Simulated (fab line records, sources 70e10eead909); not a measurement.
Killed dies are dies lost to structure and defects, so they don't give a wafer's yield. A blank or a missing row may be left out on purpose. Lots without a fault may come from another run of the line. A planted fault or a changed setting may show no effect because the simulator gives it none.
A struck lot beside a sound one | flow nand_harc | 39 steps out of a route of 1159
Sound: wafers L572.3, L572.5, L572.6. Struck: wafers L570.1, L570.3, L570.6. The cause comes at the end.
At each step with rows: each side's tool, then ch and its chambers, then its first start. Under that, the readings that differ: sound wafers | struck wafers | difference of the means | sigmas: that difference in standard deviations of wafers without a fault.
alike: readings whose means differ by less than 2 such deviations, and words and numbers that are the same on both sides. not compared: withheld readings, readings that some wafer has no value for, bounds like >300 that may hide the same value, and numbers for which the record gives no deviation and whose values overlap.
The two part at a step that has a row with sigmas, a row that says differs or no value, or rows on one side only. Numbers that don't overlap but have no deviation are shown without sigmas and don't part them. A reading that every wafer of one side lacks parts them only if that side has two wafers or more.

first, 3 steps without rows for these wafers: NHARC_A_BONDPAD_EXPOSE_06 (exposes mask A BPAD); NHARC_A_BONDPAD_PEB_07 (peb time 80 s); NHARC_A_BONDPAD_DEVELOP_08 (time 50 s).
NHARC_A_BONDPAD_CD_MEAS_09: target cd 500 nm.
  sound on cd_sem-02 ch 0, day 21 03:26; struck on cd_sem-02 ch 0, day 20 18:47
  alike: cd_nm
NHARC_A_BONDPAD_OVL_MEAS_35:
  sound on overlay-02, day 21 03:31; struck on overlay-01, day 20 18:52
  reading           | sound       | struck | difference | sigmas
  overlay_y_nm (nm) | -10 -10 -10 | 4 4 4  | +14        | +2
  alike: overlay_x_nm
then, 2 steps without rows for these wafers: NHARC_A_BONDPAD_HARDBAKE_10 (time 65 s); NHARC_A_BONDPAD_DESCUM_11 (chemistry O2, time 3 s).
NHARC_A_BONDPAD_ETCH_34: etches the open film in N2/H2, target depth 60 nm, overetch 18 nm, time 65.91 s.
  sound on rie_diel-09 ch 0,1, day 21 03:44; struck on rie_diel-12 ch 0,1,2, day 20 19:05
  alike: drypump_motor_current_A, mfc_ar_sccm, oes_product_au, rf_vpp_V, showerhead_plenum_p_Torr, throttle_valve_pct
  not compared: rf_hours_counter_h
NHARC_A_BONDPAD_ETCH_12: etches the open film in CHF3/O2, target depth 220 nm, time 110 s.
  sound on rie_diel-09 ch 0,1; struck on rie_diel-12 ch 2,3
  reading               | sound             | struck            | difference | sigmas
  oes_product_au (a.u.) | 0.915 0.915 0.907 | 0.955 0.977 0.965 | +0.053     | +2
  alike: drypump_motor_current_A, mfc_ar_sccm, rf_vpp_V, showerhead_plenum_p_Torr, throttle_valve_pct
  not compared: rf_hours_counter_h
NHARC_A_BONDPAD_CD_MEAS_13:
  sound on cd_sem-01, day 21 03:58; struck on cd_sem-01, day 20 19:19
  alike: cd_nm
then, 2 steps without rows for these wafers: NHARC_A_BONDPAD_STRIP_15 (strips in O2); NHARC_A_BONDPAD_ETCH_24 (etches the open film in CF4/N2, target depth 30 nm, time 72.99 s).
NHARC_A_BONDPAD_STRIP_16: strips in post etch residue remover, time 600 s.
  sound on wet_bench-08 ch 0,1,7, day 21 04:19; struck on wet_bench-10 ch 0,3,4, day 20 19:40
then, 3 steps without rows for these wafers: NHARC_A_BONDPAD_DEGAS_25 (time 60 s); NHARC_A_BONDPAD_PRE_CLEAN_26 (time 30 s); NHARC_A_BONDPAD_PVD_17 (deposits TaN, target thk 5 nm, time 8.06 s).
NHARC_A_BONDPAD_PVD_27: deposits Cu, target thk 30 nm, time 20.49 s.
  sound on pvd_sputter-01; struck on pvd_sputter-01
  alike: throttle_valve_pct
then, 1 step without rows for these wafers: NHARC_A_BONDPAD_ECD_18 (material Cu, target thk 400 nm).
NHARC_A_BONDPAD_ANNEAL_28: time 90 s.
  sound on rtp_anneal-01 ch 0, day 21 05:25; struck on rtp_anneal-01 ch 0, day 20 20:40
  alike: wafer_temp_C_max
then, 1 step without rows for these wafers: NHARC_A_BONDPAD_CMP_19 (polishes, t overpolish 30 s, cu recess touch 16 s, target thk 169.8 nm).
NHARC_A_BONDPAD_THK_MEAS_20: measures by xrf.
  sound on film_metro-01, day 21 05:59; struck on film_metro-01, day 20 21:22
  alike: thk_nm
then, 1 step without rows for these wafers: NHARC_A_BONDPAD_SRD_21 (time 30 s, dry time 20 s).
NHARC_HYBRID_BOND_ACTIVATE_00: chemistry N2, time 60 s.
  sound on rie_diel-02 ch 0,1,2, day 21 06:17; struck on rie_diel-13 ch 1,2, day 20 21:38
  alike: drypump_motor_current_A, mfc_ar_sccm, oes_product_au, rf_vpp_V, showerhead_plenum_p_Torr
  not compared: rf_hours_counter_h
then, 4 steps without rows for these wafers: NHARC_HYBRID_BOND_PRECLEAN_01 (cleans in DIW, time 300 s); NHARC_HYBRID_BOND_SRD_02 (time 30 s, dry time 20 s); NHARC_HYBRID_BOND_BOND_03; NHARC_HYBRID_BOND_ANNEAL_04 (time 7200 s).
NHARC_HYBRID_BOND_OVL_MEAS_05:
  sound on overlay-02, day 21 19:22; struck on overlay-01, day 21 06:56
  alike: overlay_x_nm, overlay_y_nm
then, 2 steps without rows for these wafers: NHARC_THIN_TSV_GRIND_00; NHARC_THIN_TSV_CMP_01 (polishes).
NHARC_THIN_TSV_THK_MEAS_02: measures by ir.
  sound on film_metro-01, day 21 21:03; struck on film_metro-01, day 21 09:50
  alike: thk_nm
then, 7 steps without rows for these wafers: NHARC_THIN_TSV_SRD_03; NHARC_THIN_TSV_PRECLEAN_41 (cleans in SC1); NHARC_THIN_TSV_SRD_42; NHARC_THIN_TSV_DEP_43 (deposits SiO2, target thk 1328.5 nm); NHARC_THIN_TSV_DEHYDRATE_04 (time 120 s); NHARC_THIN_TSV_HMDS_05 (time 30 s); NHARC_THIN_TSV_COAT_06.
NHARC_END_SORT_01:
  the record has rows for the struck wafers here (prober-01 ch 0, day 22 00:20) and none for the sound ones

WHERE THEY PART
First at NHARC_A_BONDPAD_OVL_MEAS_35; last, within this record, at NHARC_END_SORT_01.

WHY: what the simulator had put in
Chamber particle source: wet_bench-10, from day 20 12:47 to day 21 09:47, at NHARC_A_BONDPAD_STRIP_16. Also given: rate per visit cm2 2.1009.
